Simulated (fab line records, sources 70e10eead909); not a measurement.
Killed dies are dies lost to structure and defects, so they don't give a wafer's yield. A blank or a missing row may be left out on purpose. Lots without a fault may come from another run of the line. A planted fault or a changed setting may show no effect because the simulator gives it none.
Problem report in the 8D (eight disciplines) form, filled by code | flow nand_harc | the parts of the form that need people (team, actions taken, sign-off) are left out

1. THE PROBLEM
killed_at_array at NHARC_END_SORT_01 reads a mean of 674 on 2 wafers of 2 lots; wafers without a fault read 31 with a standard deviation of 11. That is +58 standard deviations from the usual mean.
First seen on wafer L468.2, day 21 02:16, on prober-02. The record holds 6 wafers of 2 lots with a number at this step. Rule for "out", or "out of limits": more than 4 standard deviations from the usual mean. The other wafers with a number count as sound.

2. WHAT IT IS AND WHAT IT IS NOT
question                    | is                           | is not
which readings at this step | killed_at_array, killed_dies | killed_at_other, killed_at_periphery, killed_open, killed_short
which lots                  | L468, L471                   | -
which wafers of those lots  | L468.2, L471.5               | L468.1, L468.3, L471.1, L471.3
read on which gauges        | prober-02                    | -
when                        | from day 21 02:16            | up to then (1 sound wafer); but 3 sound wafers of L468, L471 came after

3. SUSPECTS, AND WHAT RULES EACH OUT
Counting: a tool at a process step up to the reading stays a suspect if it ran every lot that is out. Sound lots after the first of them don't rule it out here, since some wafers of a struck lot are sound.
- the gauge at NHARC_END_SORT_01: kept. All the wafers that are out were read on prober-02, and no step on other tools shows them out.
- pecvd-04 at NHARC_A_SGD_CUT_DEP_00 (deposits SiNx, target thk 50 nm): kept. It ran every lot that is out, first L468 (day 15 08:07).
- rie_diel-09 at NHARC_A_BONDPAD_STRIP_15 (strips in O2): kept. It ran every lot that is out, first L468 (day 19 18:55).
- rie_diel-06 at NHARC_HYBRID_BOND_ACTIVATE_00 (chemistry N2, time 60 s): kept. It ran every lot that is out, first L468 (day 19 21:34).
- Within pecvd-04 at NHARC_A_SGD_CUT_DEP_00: the wafers that are out ran in chamber 0; their sound lot-mates ran in chambers 1, 2.
Left after counting: pecvd-04 at NHARC_A_SGD_CUT_DEP_00, rie_diel-09 at NHARC_A_BONDPAD_STRIP_15, rie_diel-06 at NHARC_HYBRID_BOND_ACTIVATE_00, prober-02 at NHARC_END_SORT_01.

4. THE CAUSE (what the simulator had put in)
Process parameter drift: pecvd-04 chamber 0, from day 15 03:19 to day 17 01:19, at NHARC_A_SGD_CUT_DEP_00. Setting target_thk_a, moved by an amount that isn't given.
Counting left 4 suspects, and this tool is among them.

5. THE CHAIN OF EFFECTS, in route order
Each row: a reading whose mean over the struck wafers that have a number lies more than 3 standard deviations from the usual. Only readings for which the record gives a usual standard deviation are gone through. hours: the time from each lot's start at the first step in this table that gives one to its start at this step, as a median over the lots. sigmas: the change in usual standard deviations.
hours | step              | reading         | usual | on struck wafers | change | sigmas
0     | NHARC_END_SORT_01 | killed_at_array | 31    | 674              | +642   | +58
0     | NHARC_END_SORT_01 | killed_dies     | 34    | 677              | +643   | +54

6. WHAT WOULD HAVE CAUGHT IT SOONER
In this record the first reading out of limits at a measuring or inspecting step was taken at day 21 02:16, 143 hours after the fault began at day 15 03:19.
Of the tool readings at NHARC_A_SGD_CUT_DEP_00 for which the record gives a usual standard deviation, none was out on any struck wafer, so an alarm limit of 4 standard deviations on them would not have fired.
All the lots that are out (2) had begun NHARC_A_SGD_CUT_DEP_00 on pecvd-04 by day 21 02:16. A hold on the tool at that time would have spared none of them.
